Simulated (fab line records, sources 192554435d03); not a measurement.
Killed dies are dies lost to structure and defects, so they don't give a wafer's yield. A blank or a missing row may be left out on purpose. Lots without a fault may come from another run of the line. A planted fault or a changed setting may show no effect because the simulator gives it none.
fab line records | flow n5_finfet
record lots=10 wafers=30 last_day=18
route steps=1938 shown BEOL_M14@1763 BEOL_M15@1773 PASSIVATION@1936
lots that met no fault: from a run of the same line without faults
start_h: hours from the record's first day to the start of the lot's first wafer shown | wait_h: hours since the lot's step before | " the same as in the row above | L1.1+2: a row that stands for several wafers | - no value, or no start given | * or withheld: withheld | < > ~ a bound
route shown NAME@n: a module of which the file shows steps, and the number in the route of the first | usual: mean/standard deviation of fault-free wafers | same: alike in all rows | chamber/n: place in a boat | sites: the reading at each site | _std_site: their standard deviation | _edge_site: outer sites' mean less inner sites' | radius_mm: how far each site lies from the wafer's centre | mask NAME#n: copy n | behind: the tool/chamber that last shaped the wafer | hold: why the lot was held/for how many hours/how that ended | device: the transistor (n, p or np) that didn't switch | end of line: the same wafers' tests at the end of the route | a step without rows: its recipe alone | killed: dies lost to structure and defects at the first sort, not the wafer's yield | map: a wafer's dies, x killed, . not, _ none there
set.NAME: the setting as run; set.NAME@STEP: as run at that earlier step | model.NAME: the simulator's own value behind a step, which no gauge read
steps of the route over a sample of lots; a table a step, a row a wafer
services: from which hour (start_h, from the record's first day; less than 0 if before it) a tool's chamber was out of use, for how many hours, and why
## steps
# step N5_BEOL_M14_SPUTTER_44
# recipe material=Ta target_thk_a=150 temp_c=50 bias_v=80 power_w=15000 chamber_pressure_pa=0.07 time_s=24.19
# usual substrate_temp_c=50.00/0.11 throttle_valve_pct=30.1/1.3
# columns lot.wafer tool chamber start_h wait_h substrate_temp_c throttle_valve_pct
L722.1 pvd_sputter-03 - 258.12 0.0 49.90 30.6
L722.3 " - " " 49.90 32.2
L722.4 " - " " 49.89 29.7
L723.1 pvd_sputter-01 - 258.66 0.0 49.76 28.9
L723.4 " - " " 50.03 29.9
L723.6 " - " " 50.00 29.1
L724.1 pvd_sputter-01 - 263.91 0.0 49.79 31.3
L724.3 " - " " 49.98 30.1
L724.6 " - " " 50.19 29.3
L725.1 pvd_sputter-03 - 273.14 0.0 50.06 28.4
L725.3 " - " " 49.98 32.4
L725.5 " - " " 50.04 29.8
L728.1 pvd_sputter-03 - 298.75 0.0 50.14 32.3
L728.2 " - " " 50.05 28.3
L728.6 " - " " 50.09 32.4
L729.1 pvd_sputter-03 - 309.28 0.0 49.89 29.7
L729.2 " - " " 49.97 30.2
L729.4 " - " " 50.09 28.1
L736.1 pvd_sputter-02 - 339.26 0.0 50.02 31.6
L736.3 " - " " 49.94 31.1
L736.5 " - " " 49.82 29.9
L740.2 pvd_sputter-01 - 365.23 0.0 50.01 31.4
L740.5 " - " " 49.88 29.1
L740.6 " - " " 49.83 31.6
L737.2 pvd_sputter-01 - 366.80 0.0 49.92 31.4
L737.3 " - " " 49.80 30.0
L737.4 " - " " 49.97 31.4
L743.1 pvd_sputter-03 - 393.59 0.0 50.04 28.3
L743.4 " - " " 49.83 32.3
L743.5 " - " " 49.97 28.3
# step N5_BEOL_M14_SPUTTER_45
# recipe material=Cu target_thk_a=1000 temp_c=-20 bias_v=60 power_w=26000 chamber_pressure_pa=0.13 time_s=16.67
# usual substrate_temp_c=-20.01/0.11 throttle_valve_pct=30.1/1.3
# columns lot.wafer tool chamber start_h wait_h substrate_temp_c throttle_valve_pct
L722.1 pvd_sputter-03 - 258.20 0.0 -19.98 30.4
L722.3 " - " " -19.99 32.4
L722.4 " - " " -20.03 29.8
L723.1 pvd_sputter-01 - 258.74 0.0 -19.96 29.0
L723.4 " - " " -19.89 30.2
L723.6 " - " " -20.01 28.9
L724.1 pvd_sputter-01 - 263.99 0.0 -20.12 31.5
L724.3 " - " " -20.09 29.8
L724.6 " - " " -20.08 29.1
L725.1 pvd_sputter-03 - 273.22 0.0 -20.10 27.9
L725.3 " - " " -19.93 32.2
L725.5 " - " " -20.00 29.6
L728.1 pvd_sputter-03 - 298.83 0.0 -19.96 32.3
L728.2 " - " " -19.81 28.2
L728.6 " - " " -20.11 32.3
L729.1 pvd_sputter-03 - 309.36 0.0 -19.93 29.6
L729.2 " - " " -19.86 30.4
L729.4 " - " " -20.09 28.3
L736.1 pvd_sputter-02 - 339.34 0.0 -20.01 31.3
L736.3 " - " " -19.88 31.3
L736.5 " - " " -19.93 30.1
L740.2 pvd_sputter-01 - 365.31 0.0 -19.97 31.5
L740.5 " - " " -20.15 29.0
L740.6 " - " " -19.83 31.2
L737.2 pvd_sputter-01 - 366.88 0.0 -20.17 31.5
L737.3 " - " " -19.95 30.3
L737.4 " - " " -19.94 31.3
L743.1 pvd_sputter-03 - 393.67 0.0 -20.16 28.3
L743.4 " - " " -19.98 32.1
L743.5 " - " " -19.97 28.2
# step N5_BEOL_M15_ILD_DEP_00
# recipe material=SiO2 target_thk_a=16293 temp_c=400 precursor=TEOS/O2 pressure_torr=6.5 rf_w=900 teos_flow_sccm=161.4 gas=O2 flow_sccm=2650 time_s=346.1
# usual chamber_pressure_Torr=6.500/0.013 heater_power_w=557/150 showerhead_plenum_p_Torr=8.35/0.038 showerhead_vpp_V=1859/82 throttle_valve_pct=18.8/0.84
# columns lot.wafer tool chamber start_h wait_h chamber_pressure_Torr heater_power_w showerhead_plenum_p_Torr showerhead_vpp_V since_wet_clean_h throttle_valve_pct
L722.1 pecvd-02 1 259.29 0.0 6.489 506 8.34 1896 2051 18.7
L722.3 " 2 " " 6.503 430 8.37 1889 572 17.8
L722.4 " 0 " " 6.514 675 8.42 1831 - 18.3
L723.1 pecvd-02 0 260.51 0.0 6.514 637 8.43 1848 1327 18.2
L723.4 " 1 " " 6.532 483 8.35 1871 - 18.8
L723.6 " 2 " " 6.520 342 8.35 1862 - 17.9
L724.1 pecvd-04 1 265.08 0.0 6.506 708 8.35 1991 1694 19.7
L724.3 " 2 " " 6.500 679 8.40 1783 215 17.3
L724.6 " 2 " " 6.487 576 8.39 1749 - 17.3
L725.1 pecvd-02 0 274.51 0.0 6.521 597 8.43 1805 1341 18.3
L725.3 " 2 " " 6.487 434 8.35 1888 587 18.1
L725.5 " 2 " " 6.494 328 8.36 1877 - 17.9
L728.1 pecvd-03 2 300.98 0.0 6.503 331 8.34 1819 432 19.5
L728.2 " 0 " " 6.518 368 8.29 1799 1186 19.3
L728.6 " 0 " " 6.503 413 8.28 1804 - 19.5
L729.1 pecvd-03 1 310.81 0.0 6.498 699 8.37 1801 1921 19.4
L729.2 " 2 " " 6.475 429 8.32 1836 442 19.4
L729.4 " 1 " " 6.518 563 8.38 1819 - 19.2
L736.1 pecvd-04 0 340.91 0.0 6.483 755 8.34 1951 1045 18.3
L736.3 " 0 " " 6.488 592 8.35 1970 - 18.2
L736.5 " 0 " " 6.502 700 8.38 1956 - 17.9
L740.2 pecvd-04 0 366.40 0.0 6.512 784 8.35 1985 1070 17.9
L740.5 " 2 " " 6.498 560 8.37 1772 - 17.4
L740.6 " 0 " " 6.513 582 8.36 1929 - 18.0
L737.2 pecvd-04 0 367.97 0.0 6.502 704 8.35 1988 1072 18.0
L737.3 " 1 " " 6.492 700 8.35 1974 1797 19.7
L737.4 " 2 " " 6.511 711 8.38 1780 - 17.7
L743.1 pecvd-03 0 394.77 0.0 6.480 420 8.29 1820 1280 19.3
L743.4 " 0 " " 6.499 318 8.27 1776 - 19.5
L743.5 " 1 " " 6.486 702 8.35 1808 - 19.2
# step N5_BEOL_M15_EXPOSE_07
# recipe mask_id=V14 na=0.8 source_shape=annular sigma_inner=0.5 sigma_outer=0.8 polarization=unpolarized attpsm_phase_deg=180 dose_mj=41.25
# usual reticle_temp_C=22.98/0.1
# columns lot.wafer tool chamber start_h wait_h mask reticle_temp_C
L722.1 krf_scanner-01 0 259.80 - V14#0 22.87
L722.3 " 0 " " V14#0 22.95
L722.4 " 0 " " V14#0 23.07
L723.1 krf_scanner-01 0 260.89 - V14#0 22.96
L723.4 " 0 " " V14#0 22.96
L723.6 " 0 " " V14#0 23.00
L724.1 krf_scanner-01 0 265.46 - V14#0 22.91
L724.3 " 0 " " V14#0 22.82
L724.6 " 0 " " V14#0 22.91
L725.1 krf_scanner-01 0 274.89 - V14#0 22.99
L725.3 " 0 " " V14#0 22.99
L725.5 " 0 " " V14#0 22.93
L728.1 krf_scanner-02 0 301.36 - V14#0 22.72
L728.2 " 0 " " V14#0 22.84
L728.6 " 0 " " V14#0 23.03
L729.1 krf_scanner-01 0 311.32 - V14#0 23.04
L729.2 " 0 " " V14#0 23.07
L729.4 " 0 " " V14#0 23.08
L736.1 krf_scanner-02 0 341.52 - V14#0 23.00
L736.3 " 0 " " V14#0 22.93
L736.5 " 0 " " V14#0 22.92
L740.2 krf_scanner-02 0 366.78 - V14#0 22.91
L740.5 " 0 " " V14#0 22.89
L740.6 " 0 " " V14#0 23.16
L737.2 krf_scanner-02 0 368.35 - V14#0 23.07
L737.3 " 0 " " V14#0 22.92
L737.4 " 0 " " V14#0 22.97
L743.1 krf_scanner-02 0 395.42 - V14#0 22.94
L743.4 " 0 " " V14#0 22.87
L743.5 " 0 " " V14#0 22.87
# step N5_BEOL_M15_OVL_MEAS_11
# recipe points_per_wafer=44
# usual V14_OVL=3/3.9
# columns lot.wafer tool chamber start_h wait_h V14_OVL[nm]
L722.1 overlay-02 0 260.00 0.0 0
L722.3 " 0 " " 4
L722.4 " 0 " " 3
L723.1 overlay-02 0 261.09 0.0 4
L723.4 " 0 " " 6
L723.6 " 0 " " 6
L724.1 overlay-02 0 265.66 0.0 7
L724.3 " 0 " " 7
L724.6 " 0 " " 3
L725.1 overlay-01 0 275.10 0.0 43
L725.3 " 0 " " 47
L725.5 " 0 " " 43
L728.1 overlay-02 0 301.56 0.0 -1
L728.2 " 0 " " 1
L728.6 " 0 " " 0
L729.1 overlay-01 0 311.52 0.0 44
L729.2 " 0 " " 45
L729.4 " 0 " " 47
L736.1 overlay-01 0 341.72 0.0 6
L736.3 " 0 " " 3
L736.5 " 0 " " 7
L740.2 overlay-02 0 366.98 0.0 6
L740.5 " 0 " " 6
L740.6 " 0 " " 6
L737.2 overlay-02 0 368.55 0.0 1
L737.3 " 0 " " 5
L737.4 " 0 " " 2
L743.1 overlay-01 0 395.63 0.0 9
L743.4 " 0 " " -1
L743.5 " 0 " " 4
# step N5_PASSIVATION_PROBE_49
# usual defect_limited_yield=91.4/1.4 killed_at_M0_to_M3=31/10 killed_at_M4_up=14/5.6 killed_at_contacts=13/6.3 killed_at_front_end=39/10 killed_at_other=4/3.1 killed_dies=101/16 killed_open=65/13 killed_short=34/7.2 sort_bin_4_leakage=0.00/0.007 sort_bin_5_function=5.1/0.88 sort_bin_6_memory=3.2/0.66 sort_n_pass=1079/16 sort_yield_pct=91.4/1.4
# same gross_dies=1180 killed_at_back_side=0 sort_bin_8_speed[%]=0
# columns lot.wafer tool chamber start_h wait_h defect_limited_yield[%] killed_at_M0_to_M3 killed_at_M4_up killed_at_contacts killed_at_front_end killed_at_other killed_dies killed_open killed_short sort_bin_4_leakage[%] sort_bin_5_function[%] sort_bin_6_memory[%] sort_n_pass sort_yield_pct[%]
L722.1 prober-02 - 279.56 0.0 89.7 32 10 19 55 5 121 74 45 0 5.7 4.2 1059 89.7
L722.3 prober-02 - 279.66 0.1 91.7 35 21 19 21 2 98 69 27 0 4.9 3.2 1082 91.7
L722.4 prober-02 - 279.71 0.2 90.9 34 9 19 39 6 107 74 33 0 5.8 3.0 1073 90.9
L723.1 prober-01 - 284.85 0.0 89.1 17 19 5 83 5 129 80 42 0 5.7 4.2 1051 89.1
L723.4 prober-01 - 285.00 0.2 86.8 47 22 27 56 4 156 113 42 0 7.9 4.7 1024 86.8
L723.6 prober-01 - 285.10 0.3 91.5 17 16 18 46 3 100 69 28 0 4.6 3.3 1080 91.5
L724.1 prober-02 - 286.84 0.0 90.8 44 16 5 34 10 109 74 35 0 6.5 2.6 1071 90.8
L724.3 prober-02 - 286.94 0.1 90.3 43 32 12 22 5 114 80 32 0 5.8 3.6 1066 90.3
L724.6 prober-02 - 287.09 0.3 91.8 32 20 12 28 5 97 62 35 0 4.7 3.2 1083 91.8
L728.1 prober-02 - 325.07 0.0 91.8 43 8 7 38 1 97 57 40 0 5.0 3.0 1083 91.8
L728.2 prober-02 - 325.12 0.1 90.7 37 13 8 50 2 110 64 45 0 5.0 3.3 1070 90.7
L728.6 prober-02 - 325.32 0.3 91.4 22 11 7 48 13 101 55 44 0 5.3 2.6 1079 91.4
L729.1 prober-02 - 332.68 0.1 90.6 58 4 8 38 3 111 66 44 0 5.3 3.7 1069 90.6
L729.2 prober-02 - 332.73 0.1 92.7 34 9 5 37 1 86 50 34 0 4.1 2.9 1094 92.7
L729.4 prober-02 - 332.83 0.2 93.1 33 10 12 24 2 81 46 34 0 4.2 2.5 1099 93.1
L736.3 prober-02 - 362.09 0.1 93.1 25 13 6 32 5 81 50 29 0 4.5 2.2 1099 93.1
L736.5 prober-02 - 362.19 0.2 90.8 24 18 21 44 1 108 67 39 0 5.1 3.6 1072 90.8
L737.2 prober-02 - 388.07 0.1 90.3 36 8 14 44 13 115 80 35 0 5.6 3.8 1065 90.3
L737.3 prober-02 - 388.12 0.1 90.9 40 9 18 37 3 107 68 38 0 5.5 3.6 1073 90.9
L737.4 prober-02 - 388.17 0.2 89.5 35 12 27 45 5 124 80 43 0 6.2 3.8 1056 89.5
L740.5 prober-01 - 391.49 0.2 91.8 40 17 8 30 2 97 58 37 0 4.7 3.0 1083 91.8
# killed by level:class
L722.1 STI_FIN_REVEAL:geometric_particle:open=14 MOL_CONTACT_COAG:geometric_particle:open=11 BEOL_M0_SAQP:geometric_particle:short=9 FIN_SAQP:geometric_particle:open=8 BEOL_M0_SAQP:geometric_particle:open=8 MOL_CONTACT_COAG:geometric_particle:short=7 FIN_SAQP:geometric_particle:short=6 STI_FIN_REVEAL:geometric_particle:short=5
L722.3 MOL_CONTACT_COAG:geometric_particle:open=15 BEOL_M4:geometric_particle:open=15 BEOL_M0_SAQP:geometric_particle:short=7 BEOL_M0_SAQP:geometric_particle:open=7 BEOL_M2:geometric_particle:open=6 FIN_SAQP:geometric_particle:open=5 FIN_SAQP:geometric_particle:short=5 BEOL_M3:geometric_particle:open=5
L722.4 MOL_CONTACT_COAG:geometric_particle:open=16 BEOL_M2:geometric_particle:open=13 FIN_SAQP:geometric_particle:open=10 FIN_SAQP:geometric_particle:short=9 BEOL_M0_SAQP:geometric_particle:short=9 STI_FIN_REVEAL:geometric_particle:open=6 DUMMY_GATE:geometric_particle:open=3 GATE_CUT:geometric_particle:open=3
L723.1 FIN_SAQP:geometric_particle:open=27 STI_FIN_REVEAL:geometric_particle:open=21 FIN_SAQP:geometric_particle:short=15 BEOL_M0_SAQP:geometric_particle:short=7 BEOL_M4:geometric_particle:open=7 BEOL_M4:geometric_particle:short=4 HKMG_FIN:area_etch=4 MOL_CONTACT_COAG:geometric_particle:open=3
L723.4 STI_FIN_REVEAL:geometric_particle:open=34 MOL_CONTACT_COAG:geometric_particle:open=19 BEOL_M1:geometric_particle:open=10 MOL_CONTACT_COAG:geometric_particle:short=8 BEOL_M0_SAQP:geometric_particle:open=7 BEOL_M1:geometric_particle:short=7 FIN_SAQP:geometric_particle:open=6 STI_FIN_REVEAL:geometric_particle:short=6
L723.6 FIN_SAQP:geometric_particle:open=13 MOL_CONTACT_COAG:geometric_particle:open=13 STI_FIN_REVEAL:geometric_particle:open=10 BEOL_M3:geometric_particle:open=8 MOL_CONTACT_COAG:geometric_particle:short=5 GATE_CUT:geometric_particle:short=4 BEOL_M4:geometric_particle:open=4 FIN_SAQP:geometric_particle:short=3
L724.1 BEOL_M3:geometric_particle:open=10 BEOL_M2:geometric_particle:open=9 DUMMY_GATE:geometric_particle:open=9 BEOL_M0_SAQP:geometric_particle:short=8 BEOL_M0_SAQP:geometric_particle:open=8 BEOL_M4:geometric_particle:short=6 BEOL_M1:geometric_particle:open=6 FIN_SAQP:geometric_particle:open=5
L724.3 BEOL_M4:geometric_particle:open=21 BEOL_M2:geometric_particle:open=14 BEOL_M0_SAQP:geometric_particle:short=10 MOL_CONTACT_COAG:geometric_particle:open=9 BEOL_M3:geometric_particle:open=7 STI_FIN_REVEAL:geometric_particle:open=5 STARTING-WAFER:geometric_particle:open=4 FIN_SAQP:geometric_particle:short=3
L724.6 BEOL_M4:geometric_particle:open=14 MOL_CONTACT_COAG:geometric_particle:open=7 BEOL_M0_SAQP:geometric_particle:short=7 STI_FIN_REVEAL:geometric_particle:open=6 BEOL_M0_SAQP:geometric_particle:open=6 MOL_CONTACT_COAG:geometric_particle:short=5 BEOL_M3:geometric_particle:open=5 BEOL_M3:geometric_particle:short=4
L728.1 GATE_CUT:geometric_particle:short=12 BEOL_M2:geometric_particle:open=10 BEOL_M4:geometric_particle:open=6 GATE_CUT:geometric_particle:open=6 BEOL_M3:geometric_particle:open=6 BEOL_M0_SAQP:geometric_particle:short=5 BEOL_M0_SAQP:geometric_particle:open=5 BEOL_M0:geometric_particle:short=4
L728.2 BEOL_M2:geometric_particle:open=13 STI_FIN_REVEAL:geometric_particle:open=10 GATE_CUT:geometric_particle:short=10 BEOL_M0_SAQP:geometric_particle:open=7 FIN_SAQP:geometric_particle:short=5 FIN_SAQP:geometric_particle:open=5 BEOL_M0_SAQP:geometric_particle:short=5 MOL_CONTACT_COAG:geometric_particle:open=5
L728.6 FIN_SAQP:geometric_particle:short=9 BEOL_M0_SAQP:geometric_particle:short=9 MOL_CONTACT_COAG:geometric_particle:open=7 FIN_SAQP:geometric_particle:open=6 GATE_CUT:geometric_particle:short=6 BEOL_M0_SAQP:geometric_particle:open=6 STI_FIN_REVEAL:geometric_particle:open=5 PASS1_DEP:geometric_particle:open=5
L729.1 BEOL_M0_SAQP:geometric_particle:short=26 BEOL_M0_SAQP:geometric_particle:open=22 FIN_SAQP:geometric_particle:short=7 FIN_SAQP:geometric_particle:open=7 MOL_CONTACT_COAG:geometric_particle:open=7 STI_FIN_REVEAL:geometric_particle:open=6 DUMMY_GATE:geometric_particle:open=6 DUMMY_GATE:geometric_particle:short=3
L729.2 BEOL_M0_SAQP:geometric_particle:short=13 BEOL_M0_SAQP:geometric_particle:open=10 FIN_SAQP:geometric_particle:open=8 DUMMY_GATE:geometric_particle:open=8 FIN_SAQP:geometric_particle:short=7 MOL_CONTACT_COAG:geometric_particle:open=5 BEOL_M3:geometric_particle:open=5 BEOL_M1:geometric_particle:open=4
L729.4 BEOL_M0_SAQP:geometric_particle:short=13 MOL_CONTACT_COAG:geometric_particle:open=9 BEOL_M2:geometric_particle:open=7 FIN_SAQP:geometric_particle:short=4 DUMMY_GATE:geometric_particle:open=4 BEOL_M0_SAQP:geometric_particle:open=4 GATE_CUT:geometric_particle:short=3 MOL_CONTACT_COAG:geometric_particle:short=3
L736.3 BEOL_M2:geometric_particle:open=7 FIN_SAQP:geometric_particle:short=6 MOL_CONTACT_COAG:geometric_particle:open=6 GATE_CUT:geometric_particle:short=5 BEOL_M0_SAQP:geometric_particle:open=5 BEOL_M0_SAQP:geometric_particle:short=5 BEOL_M4:geometric_particle:open=5 FIN_SAQP:geometric_particle:open=4
L736.5 MOL_CONTACT_COAG:geometric_particle:open=20 FIN_SAQP:geometric_particle:short=17 BEOL_M4:geometric_particle:open=9 BEOL_M0_SAQP:geometric_particle:short=8 FIN_SAQP:geometric_particle:open=6 GATE_CUT:geometric_particle:short=6 BEOL_M0_SAQP:geometric_particle:open=6 BEOL_M2:geometric_particle:open=6
L737.2 MOL_CONTACT_COAG:geometric_particle:open=13 FIN_SAQP:geometric_particle:short=11 FIN_SAQP:geometric_particle:open=11 BEOL_M3:geometric_particle:open=8 STI_FIN_REVEAL:geometric_particle:open=8 BEOL_M0_SAQP:geometric_particle:short=7 BEOL_M2:geometric_particle:open=6 BEOL_M1:geometric_particle:open=5
L737.3 MOL_CONTACT_COAG:geometric_particle:open=14 FIN_SAQP:geometric_particle:short=13 BEOL_M0_SAQP:geometric_particle:open=8 FIN_SAQP:geometric_particle:open=7 DUMMY_GATE:geometric_particle:open=7 BEOL_M0_SAQP:geometric_particle:short=7 BEOL_M1:geometric_particle:open=7 BEOL_M3:geometric_particle:open=5
L737.4 MOL_CONTACT_COAG:geometric_particle:open=24 FIN_SAQP:geometric_particle:open=9 FIN_SAQP:geometric_particle:short=9 STI_FIN_REVEAL:geometric_particle:open=9 BEOL_M1:geometric_particle:open=7 STI_FIN_REVEAL:geometric_particle:short=5 BEOL_M0_SAQP:geometric_particle:short=5 BEOL_M3:geometric_particle:open=5
L740.5 BEOL_M0_SAQP:geometric_particle:short=10 BEOL_M0_SAQP:geometric_particle:open=9 MOL_CONTACT_COAG:geometric_particle:open=8 FIN_SAQP:geometric_particle:short=7 BEOL_M2:geometric_particle:open=5 STI_FIN_REVEAL:geometric_particle:open=4 BEOL_M4:geometric_particle:open=4 BEOL_M3:geometric_particle:open=4
## services
# columns tool chamber start_h hours kind
krf_scanner-01 - 240.87 2.2 repair
krf_scanner-01 - 248.67 0.6 repair
krf_scanner-02 - 256.12 1.0 pm
pecvd-03 - 258.70 26.5 repair
krf_scanner-02 - 265.41 1.3 pm
pecvd-04 2 266.62 5.5 scheduled_down
krf_scanner-02 - 268.30 0.4 repair
krf_scanner-01 0 272.65 - calibration
krf_scanner-01 - 273.47 1.3 pm
pecvd-02 1 281.52 5.5 scheduled_down
pecvd-04 0 297.54 2.1 scheduled_down
pecvd-02 - 297.64 0.7 repair
krf_scanner-01 - 302.35 0.7 repair
krf_scanner-02 - 336.33 0.8 pm
pecvd-04 1 339.74 2.1 scheduled_down
krf_scanner-01 - 339.85 0.8 pm
pecvd-03 - 344.05 0.4 repair
pvd_sputter-03 - 355.26 3.1 repair
krf_scanner-01 - 368.11 1.0 pm
krf_scanner-02 0 377.83 - calibration
pecvd-02 1 383.62 - clean
pecvd-02 1 383.62 - consumable_replace:showerhead
pecvd-02 1 383.62 29.0 scheduled_down
pecvd-02 1 383.62 29.0 vent_cycle
## key
first_sign step=N5_BEOL_M15_OVL_MEAS_11 reading=V14_OVL direction=up sigmas=11 usual=3 struck=45
effect none on later readings
met_at N5_BEOL_M15_EXPOSE_07
struck_lots L725,L729
not_acting_at N5_BEOL_M14_SPUTTER_44,N5_BEOL_M14_SPUTTER_45,N5_BEOL_M15_ILD_DEP_00
onset_between 265.46 274.89
fault kind=scanner_matching_overlay tool=krf_scanner-01 chamber=- onset_h=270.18 steps=N5_BEOL_M15_EXPOSE_07 offset=43.475
